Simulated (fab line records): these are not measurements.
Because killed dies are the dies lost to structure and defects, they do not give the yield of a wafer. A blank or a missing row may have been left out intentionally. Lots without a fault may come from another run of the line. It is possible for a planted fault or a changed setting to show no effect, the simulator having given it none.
Which of the tools did it? + flow n5Finfet + 72 wafers from 24 lots sampled at 2 of the route's 1938 steps

== WHAT THE GAUGES SHOWED, per wafer ==
N5_BEOL_M4_CD_MEAS_28: target cd 26.2 nm, target cd y 24.1 nm. Usual: cdNm at 26.29 nm, with a standard deviation of 0.22.
| lot  | measured     | on       | cdNm (nm)         | flag |
|------|--------------|----------|-------------------|------|
| L074 | day 7 19:43  | cdSem-02 | 26.30 26.35 26.28 |      |
| L076 | day 8 05:51  | cdSem-02 | 26.15 26.12 26.14 |      |
| L075 | day 8 09:00  | cdSem-03 | 25.77 26.51 26.52 |      |
| L077 | day 8 14:35  | cdSem-01 | 26.44 26.19 26.50 |      |
| L078 | day 8 17:09  | cdSem-01 | 26.21 26.56 25.86 |      |
| L079 | day 8 23:08  | cdSem-03 | 26.24 26.13 26.44 |      |
| L080 | day 9 12:52  | cdSem-01 | 26.13 26.39 26.38 |      |
| L081 | day 9 13:09  | cdSem-01 | 26.38 26.18 26.37 |      |
| L082 | day 9 13:26  | cdSem-01 | 26.11 26.19 26.62 |      |
| L083 | day 10 00:22 | cdSem-01 | 26.42 26.08 26.16 |      |
| L085 | day 10 01:46 | cdSem-01 | 26.37 26.08 26.02 |      |
| L084 | day 10 04:38 | cdSem-01 | 26.24 26.23 26.01 |      |
| L087 | day 11 05:20 | cdSem-02 | 26.28 26.34 26.01 |      |
| L086 | day 11 14:04 | cdSem-02 | 26.02 26.28 26.15 |      |
| L089 | day 11 14:24 | cdSem-02 | 26.51 26.36 26.21 |      |
| L088 | day 11 20:08 | cdSem-02 | 26.00 26.11 26.65 |      |
| L090 | day 11 20:21 | cdSem-01 | 26.62 26.60 26.42 |      |
| L091 | day 13 10:56 | cdSem-02 | 26.39 26.20 26.37 |      |
| L093 | day 13 14:10 | cdSem-03 | 25.92 26.11 26.34 |      |
| L094 | day 13 17:25 | cdSem-02 | 26.54 26.66 26.64 |      |
| L095 | day 13 20:31 | cdSem-01 | 26.43 26.43 26.29 |      |
| L092 | day 13 21:51 | cdSem-01 | 26.52 26.22 26.21 |      |
| L096 | day 14 01:51 | cdSem-02 | 26.10 26.84 25.95 |      |
| L097 | day 14 05:06 | cdSem-03 | 26.41 26.03 26.29 |      |

== TOOL THAT RAN EACH LOT (tool first, then ch and the chambers of the sampled wafers, then the start) ==
| lot  | N5_BEOL_M4_ETCH_63                |
|------|-----------------------------------|
| L074 | rieDiel-05 ch 1,2, day 7 18:53    |
| L076 | rieDiel-05 ch 0,1,2, day 8 05:08  |
| L075 | rieDiel-04 ch 1,2, day 8 08:18    |
| L077 | rieDiel-04 ch 0,2,3, day 8 13:53  |
| L078 | rieDiel-04 ch 0,1,3, day 8 16:19  |
| L079 | rieDiel-05 ch 0,3, day 8 22:11    |
| L080 | rieDiel-05 ch 0,3, day 9 12:10    |
| L081 | rieDiel-04 ch 0,1,3, day 9 12:20  |
| L082 | rieDiel-06 ch 2,3, day 9 12:44    |
| L083 | rieDiel-06 ch 0,3, day 9 23:32    |
| L085 | rieDiel-05 ch 0,1,2, day 10 00:48 |
| L084 | rieDiel-06 ch 0,1, day 10 03:56   |
| L087 | rieDiel-04 ch 0,2,3, day 11 04:38 |
| L086 | rieDiel-06 ch 0,2, day 11 13:14   |
| L089 | rieDiel-04 ch 1,2,3, day 11 13:34 |
| L088 | rieDiel-04 ch 1,2, day 11 19:18   |
| L090 | rieDiel-06 ch 0,1, day 11 19:31   |
| L091 | rieDiel-04 ch 0,1, day 13 10:10   |
| L093 | rieDiel-04 ch 1,2,3, day 13 13:20 |
| L094 | rieDiel-05 ch 1,2,3, day 13 16:43 |
| L095 | rieDiel-04 ch 0,2,3, day 13 19:42 |
| L092 | rieDiel-06 ch 0,3, day 13 21:08   |
| L096 | rieDiel-05 ch 0,1,3, day 14 00:50 |
| L097 | rieDiel-04 ch 0,1,2, day 14 03:55 |
- N5_BEOL_M4_ETCH_63: etches SiARC in CF4, target depth 15.6 nm, time 26 s.

== WHAT THE TOOLS THEMSELVES READ (means of the sampled wafers that have a number; where no wafer has one, the mark that the record gives instead) ==
N5_BEOL_M4_ETCH_63. Usual: cf4FlowSccm is 100.00 sccm with standard deviation 0.29, drypumpMotorCurrentA is 5.6 A with standard deviation 0.48, etchRfOnTimeS is 25.7 s with standard deviation 0.58, oesProductAu is 0.68 a.u. with standard deviation 0.068, rfVppV is 184.3 V with standard deviation 1.3, showerheadPlenumPTorr is 2.16 Torr with standard deviation 0.073, and throttleValvePct is 15.61 % with standard deviation 0.23.
| lot  | tool       | cf4FlowSccm (sccm) | drypumpMotorCurrentA (A) | etchRfOnTimeS (s) | oesProductAu (a.u.) | rfVppV (V) | showerheadPlenumPTorr (Torr) | throttleValvePct (%) | flag |
|------|------------|--------------------|--------------------------|-------------------|---------------------|------------|------------------------------|----------------------|------|
| L074 | rieDiel-05 | 100.11             | 5.2                      | 25.3              | 0.75                | 184.6      | 2.25                         | 15.46                |      |
| L076 | rieDiel-05 | 100.02             | 5.6                      | 26.2              | 0.67                | 184.4      | 2.17                         | 15.60                |      |
| L075 | rieDiel-04 | 100.01             | 5.9                      | 25.6              | 0.65                | 184.2      | 2.19                         | 15.48                |      |
| L077 | rieDiel-04 | 100.14             | 5.5                      | 25.5              | 0.69                | 184.1      | 2.13                         | 15.60                |      |
| L078 | rieDiel-04 | 99.88              | 5.5                      | 25.5              | 0.67                | 184.1      | 2.15                         | 15.54                |      |
| L079 | rieDiel-05 | 100.13             | 6.1                      | 26.6              | 0.61                | 183.5      | 2.10                         | 15.72                |      |
| L080 | rieDiel-05 | 100.07             | 5.9                      | 26.0              | 0.60                | 183.9      | 2.14                         | 15.87                |      |
| L081 | rieDiel-04 | 99.80              | 5.5                      | 25.8              | 0.66                | 184.1      | 2.14                         | 15.54                |      |
| L082 | rieDiel-06 | 99.71              | 5.3                      | 26.0              | 0.61                | 184.1      | 2.15                         | 15.53                |      |
| L083 | rieDiel-06 | 100.09             | 5.9                      | 25.4              | 0.74                | 185.6      | 2.26                         | 15.68                |      |
| L085 | rieDiel-05 | 99.93              | 5.6                      | 25.7              | 0.74                | 185.8      | 2.17                         | 15.46                |      |
| L084 | rieDiel-06 | 99.99              | 5.8                      | 25.6              | 0.73                | 184.5      | 2.21                         | 15.68                |      |
| L087 | rieDiel-04 | 99.84              | 5.5                      | 25.4              | 0.67                | 184.4      | 2.12                         | 15.65                |      |
| L086 | rieDiel-06 | 100.02             | 5.2                      | 25.2              | 0.82                | 184.4      | 2.17                         | 15.23                |      |
| L089 | rieDiel-04 | 99.90              | 5.8                      | 25.7              | 0.64                | 183.5      | 2.13                         | 15.68                |      |
| L088 | rieDiel-04 | 99.98              | 5.9                      | 25.8              | 0.63                | 183.8      | 2.18                         | 15.54                |      |
| L090 | rieDiel-06 | 100.25             | 5.8                      | 25.7              | 0.71                | 185.0      | 2.20                         | 15.72                |      |
| L091 | rieDiel-04 | 100.27             | 5.5                      | 26.2              | 0.62                | 183.1      | 2.18                         | 15.47                |      |
| L093 | rieDiel-04 | 100.16             | 5.8                      | 25.4              | 0.63                | 184.2      | 2.13                         | 15.71                |      |
| L094 | rieDiel-05 | 99.93              | 5.3                      | 25.5              | 0.76                | 185.1      | 2.21                         | 15.48                |      |
| L095 | rieDiel-04 | 100.07             | 5.4                      | 25.2              | 0.66                | 184.5      | 2.12                         | 15.70                |      |
| L092 | rieDiel-06 | 100.10             | 5.9                      | 25.4              | 0.70                | 185.2      | 2.25                         | 15.76                |      |
| L096 | rieDiel-05 | 100.08             | 5.7                      | 25.6              | 0.71                | 184.4      | 2.13                         | 15.61                |      |
| L097 | rieDiel-04 | 99.72              | 5.5                      | 25.6              | 0.64                | 184.6      | 2.16                         | 15.55                |      |

== THE ANSWER, worked out from the rows above alone ==
Rule: take the mean of a lot's wafers that have a number; if it is more than 3 standard deviations from the usual mean, the lot is off. A lot without any number at a reading at which 4 lots or more have one is off too. The other lots that the step has rows for count as sound. After the gauges, taken in route order, come the tools' own readings; for these a lot's mean is taken, as printed above. The first step at which some lot is off is used, and at that step the reading that is off furthest; a lot without a number counts as furthest.
Nothing can be told from this: no lot is off at any reading shown.

== WHAT THE SIMULATOR PUT IN ==
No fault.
